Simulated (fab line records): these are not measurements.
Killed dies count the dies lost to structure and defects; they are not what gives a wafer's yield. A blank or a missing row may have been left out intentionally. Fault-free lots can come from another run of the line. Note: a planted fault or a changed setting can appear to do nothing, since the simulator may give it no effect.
Matching of chambers | flow n5 finfet | N5_BEOL_M1_ALD_84 on ald metal-01 has 4 sister chambers
The step deposits TaN, pulse time 2 s, purge time 3 s, co reactant purge time 2 s. 8 wafers are shown with their chamber, then 10 later ones without.

## WAFERS WITH THEIR CHAMBER
wafer  | chamber | heater power w (W) | precursor vessel carrier sccm (sccm)
L081.6 | 2       | 398                | 1002
L084.2 | 2       | 400                | 1003
L084.3 | 1       | 439                | 1005
L086.1 | 1       | 449                | 999
L086.3 | 3       | 391                | 997
L086.5 | 0       | 527                | 1000
L087.3 | 0       | 518                | 996
L087.4 | 3       | 394                | 1005

## WAFERS MISSING THEIR CHAMBER
wafer  | heater power w (W) | precursor vessel carrier sccm (sccm)
L087.5 | 461                | 995
L092.1 | 417                | 998
L092.4 | 517                | 999
L092.6 | 384                | 1000
L094.1 | 506                | 997
L094.2 | 447                | 996
L094.5 | 398                | 1003
L097.1 | 397                | 1001
L097.3 | 455                | 996
L097.5 | 413                | 1001

## CHAMBER TAKEN BY EACH
wafer  | from the rows above          | in truth
L087.5 | 1                            | 1
L092.1 | can't be placed: 2 or 3 or 1 | 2
L092.4 | 0                            | 0
L092.6 | can't be placed: 3 or 2      | 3
L094.1 | 0                            | 0
L094.2 | 1                            | 1
L094.5 | can't be placed: 2 or 3      | 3
L097.1 | can't be placed: 2 or 3      | 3
L097.3 | 1                            | 1
L097.5 | can't be placed: 2 or 3      | 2
Correctly placed: 5 of 10. From these rows, 5 cannot be placed; in 5 the true chamber is one of the candidates. 0 placed wrongly.
How it was worked out, from the rows above alone: a wafer's distance from a chamber is the root of the sum, over the readings, of the square of ((its reading less the chamber's mean) divided by the reading's scatter). If the next closest chamber is less than 2 further off than the closest, the wafer can't be placed; otherwise it belongs to the closest. The mean given for a chamber averages the wafers shown for that chamber. The scatter: the root of (the sum of the squares of (reading less its chamber's mean) over the shown wafers, divided by (wafers less chambers)).
